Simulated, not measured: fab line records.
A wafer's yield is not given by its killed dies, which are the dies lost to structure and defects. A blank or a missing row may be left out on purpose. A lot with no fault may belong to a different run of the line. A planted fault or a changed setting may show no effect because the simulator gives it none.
Chamber matching / flow nand-harc / NHARC_A_CHANNEL_FILL_D1_ALD_25 on ald-hk-04: 4 sister chambers
The step deposits SiOx, target thk 60 nm, pulse time 10 s, ald cycles 600. 8 wafers are shown with their chamber, then 8 later ones without.

## EACH WAFER AND ITS CHAMBER
wafer=L078.5; chamber=2; heater-power-outer-w (W)=254; heater-power-w (W)=458
wafer=L080.2; chamber=0; heater-power-outer-w (W)=219; heater-power-w (W)=436
wafer=L080.5; chamber=1; heater-power-outer-w (W)=276; heater-power-w (W)=482
wafer=L083.6; chamber=2; heater-power-outer-w (W)=256; heater-power-w (W)=462
wafer=L088.1; chamber=0; heater-power-outer-w (W)=218; heater-power-w (W)=454
wafer=L088.3; chamber=1; heater-power-outer-w (W)=280; heater-power-w (W)=482
wafer=L088.6; chamber=3; heater-power-outer-w (W)=251; heater-power-w (W)=470
wafer=L091.1; chamber=3; heater-power-outer-w (W)=264; heater-power-w (W)=471

## WAFERS MISSING THEIR CHAMBER
wafer=L091.3; heater-power-outer-w (W)=252; heater-power-w (W)=457
wafer=L091.6; heater-power-outer-w (W)=252; heater-power-w (W)=472
wafer=L092.3; heater-power-outer-w (W)=255; heater-power-w (W)=487
wafer=L092.4; heater-power-outer-w (W)=252; heater-power-w (W)=463
wafer=L092.6; heater-power-outer-w (W)=253; heater-power-w (W)=460
wafer=L097.4; heater-power-outer-w (W)=250; heater-power-w (W)=453
wafer=L097.2; heater-power-outer-w (W)=290; heater-power-w (W)=483
wafer=L097.5; heater-power-outer-w (W)=260; heater-power-w (W)=475

## THE CHAMBER EACH PASSED THROUGH
wafer=L091.3; from the rows above=can't be placed: 2 or 3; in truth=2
wafer=L091.6; from the rows above=can't be placed: 3 or 2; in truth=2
wafer=L092.3; from the rows above=can't be placed: 3 or 2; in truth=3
wafer=L092.4; from the rows above=can't be placed: 2 or 3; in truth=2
wafer=L092.6; from the rows above=can't be placed: 2 or 3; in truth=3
wafer=L097.4; from the rows above=can't be placed: 2 or 3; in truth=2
wafer=L097.2; from the rows above=1; in truth=1
wafer=L097.5; from the rows above=can't be placed: 3 or 2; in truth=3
Correctly placed: 1 of 8. Can't be placed from these rows: 7 (the true chamber is among the candidates in 7). Placed wrongly: 0.
How it was worked out, from the rows above alone: a wafer's distance from a chamber is the root of the sum, over the readings, of the square of ((its reading less the chamber's mean) divided by the reading's scatter). The wafer belongs to the nearest chamber; if the next one is less than 2 further off, it can't be placed. Each chamber's mean is taken over the wafers shown for it. How the scatter is found: for the shown wafers, subtract from each reading the mean of its chamber, square and add these, divide the total by (wafers less chambers), then take the root.
